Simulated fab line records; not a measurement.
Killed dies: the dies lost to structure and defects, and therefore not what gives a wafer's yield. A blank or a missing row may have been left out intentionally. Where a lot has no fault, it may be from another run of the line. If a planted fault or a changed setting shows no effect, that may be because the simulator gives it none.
Split-lot experiment ; flow n5 finfet ; 21 wafers read across 7 lots, on a route 1938 steps long

== THE SPLIT ==
At N5_BEOL_M4_DESCUM_33 (chemistry O2, time 7 s), the setting time s was moved away from the recipe's 7 s on 6 of the 21 wafers read, by -14.8% to +15.1%. For the rest of the wafers, this setting stayed at what the recipe calls for.

== BETWEEN THE SPLIT AND THE READING: the file shows 1 step in between ==
- N5_BEOL_M4_ETCH_77: etches underlayer in N2/H2, target depth 6.5 nm, time 5.2 s

== THE READING ==
CAR-EUV_of_BEOL_M4_COAT_22.thk nm (the simulator's own value, which no gauge read), in nm, at N5_BEOL_M4_ETCH_69 (etches SiARC in CF4, target depth 15.6 nm, time 26 s). The file does not state a usual value for it. Average 11.2 nm, standard deviation 0.18 nm, over the 15 wafers here run with the recipe.

wafer;tool, chamber at the split;time s as run, s;against the recipe;CAR-EUV_of_BEOL_M4_COAT_22.thk nm, nm;against lot-mates on the recipe
L076.3;rie diel-06, 1,0,1;7;recipe;11.4;-
L076.4;rie diel-06, 1,0,1;7;recipe;11.4;-
L076.6;rie diel-06, 1,0,1;7;recipe;11.4;-
L090.1;rie diel-06, 2;6.414;-8.4%;11.6;+0.3
L090.2;rie diel-06, 1,0;7;recipe;11.4;-
L090.3;rie diel-06, 1,0;7;recipe;11.2;-
L091.1;rie diel-02, 0,2,2;7;recipe;11;-
L091.3;rie diel-02, 0,2,2;7;recipe;11;-
L091.6;rie diel-02, 0,2,2;7;recipe;11;-
L092.1;rie diel-02, 3,3,0;7;recipe;11.2;-
L092.5;rie diel-02, 3,3,0;7;recipe;11.2;-
L092.6;rie diel-02, 3,3,0;7;recipe;11;-
L094.2;rie diel-06, 1,0;7;recipe;11.2;-
L094.3;rie diel-06, 2;7;recipe;11.2;-
L094.6;rie diel-06, 1,0;7;recipe;11.2;-
L095.4;rie diel-06, 3;7;recipe;10.8;-
L095.5;rie diel-06, 0;5.963;-14.8%;11.4;+0.6
L095.6;rie diel-06, 3;5.963;-14.8%;11.6;+0.8
L096.1;rie diel-06, 2;8.058;+15.1%;10.6;no lot-mate on the recipe
L096.3;rie diel-06, 3,0;8.058;+15.1%;10.6;no lot-mate on the recipe
L096.4;rie diel-06, 3,0;8.058;+15.1%;10.8;no lot-mate on the recipe
Rows listing several chambers each stand for several wafers; the file does not say which wafer went through which chamber.

THE FIT
A straight line over all 21 wafers: CAR-EUV_of_BEOL_M4_COAT_22.thk nm changes by -0.0303 nm for each +1% of time s; r = -0.81; the points scatter about the line by 0.17 nm.
The same after taking each lot's own level away (the mean of its wafers on the recipe; 18 wafers): -0.0459 nm for each +1%; r = -0.96; scatter 0.068 nm.
According to that fit, moving time s by its largest amount changes the reading by 0.69 nm.
From 10.80 to 11.40 nm: that is the span of the lots' own levels, equal to 3.4 times the standard deviation above.
So the slope is not independent of the lot-to-lot level: the two fits are not the same.
Check: with one of the wafers moved furthest among these (-14.8%) left out of the fit, the line predicts +0.735 nm for it against its lot-mates. Against them it came out at +0.6 nm.

== THE WHOLE CHAIN: every reading that the file lists as answering this split, in the file's order ==
step;what it does;reading;change (the file's fit);r (the file's)
N5_BEOL_M4_DESCUM_33;chemistry O2, time 7 s;CAR-EUV_of_BEOL_M4_COAT_22.thk nm (the simulator's own value, which no gauge read);-0.0416 nm for each +1% of the setting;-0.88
N5_BEOL_M4_ETCH_77;etches underlayer in N2/H2, target depth 6.5 nm, time 5.2 s;CAR-EUV_of_BEOL_M4_COAT_22.thk nm (the simulator's own value, which no gauge read);-0.0343 nm for each +1% of the setting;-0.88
N5_BEOL_M4_ETCH_69;etches SiARC in CF4, target depth 15.6 nm, time 26 s;CAR-EUV_of_BEOL_M4_COAT_22.thk nm (the simulator's own value, which no gauge read);-0.0445 nm for each +1% of the setting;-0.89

== FILE'S OWN FIT ==
CAR-EUV_of_BEOL_M4_COAT_22.thk nm changes by -0.0445 nm for each +1% of time s, r = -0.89.
